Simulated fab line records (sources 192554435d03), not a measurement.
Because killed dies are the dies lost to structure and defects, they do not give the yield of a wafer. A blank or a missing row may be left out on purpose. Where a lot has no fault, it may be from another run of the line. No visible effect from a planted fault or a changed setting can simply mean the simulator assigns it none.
Which tool is to blame?    flow n5_finfet    21 wafers from 7 lots sampled at 2 of the route's 1938 steps

## WHAT THE GAUGES SHOWED, per wafer
N5_BEOL_M15_CD_MEAS_17 targets a cd of 360 nm.
lot   measured      on         cd_nm (nm)
L701  day 12 01:53  cd_sem-03  360.1 360.7 364.1
L704  day 13 04:03  cd_sem-02  361.4 360.8 360.0
L707  day 13 15:18  cd_sem-02  360.4 361.8 360.5
L709  day 14 09:26  cd_sem-03  - - -
L718  day 16 16:17  cd_sem-01  364.7 361.7 365.1
L719  day 17 05:40  cd_sem-03  364.2 362.0 362.2
L722  day 17 17:28  cd_sem-02  359.2 357.8 363.7

## WHICH TOOL RAN EACH LOT (tool, then ch and the chambers of the sampled wafers, then the start)
lot   N5_BEOL_M15_VIA_ETCH_16
L701  rie_diel-06 ch 1,2,3, day 12 01:28
L704  rie_diel-05 ch 0,2, day 13 03:36
L707  rie_diel-05 ch 2,3, day 13 14:53
L709  rie_diel-01 ch 0,1,2, day 14 09:01
L718  rie_diel-01 ch 1,2, day 16 15:52
L719  rie_diel-01 ch 1,2,3, day 17 05:15
L722  rie_diel-05 ch 0,1,3, day 17 17:04
- N5_BEOL_M15_VIA_ETCH_16: etches SiO2 in C4F8/O2/Ar, target depth 1792.2 nm.

## THE ANSWER, worked out from the rows above alone
Rule: what is usual is taken from the lots themselves. The widest of any qualifying gaps counts: lots, ordered by their means at a reading, are off when they make up no more than a third of the lots, leave a main group of 4 or more, and stand apart from it by 3 or more times the standard deviation of that group's means. If all means in a main group match to the digits the tables above print for the reading, that group is not used. A lot without any number at a reading at which 4 lots or more have one is off too. Where the step has rows for the other lots, those lots are counted as sound.
Off: L709 (N5_BEOL_M15_CD_MEAS_17, cd_nm). Without a number there: L709. For the main group the mean is 361.7 nm and the standard deviation 1.3.
If a tool, at a process step before that reading, ran all the lots that are off and no sound lot after the first of them, it fits. Those tools and the gauges at N5_BEOL_M15_CD_MEAS_17 are tried in the same way. No candidate that was tried fits.

## WHAT WAS PUT IN BY THE SIMULATOR
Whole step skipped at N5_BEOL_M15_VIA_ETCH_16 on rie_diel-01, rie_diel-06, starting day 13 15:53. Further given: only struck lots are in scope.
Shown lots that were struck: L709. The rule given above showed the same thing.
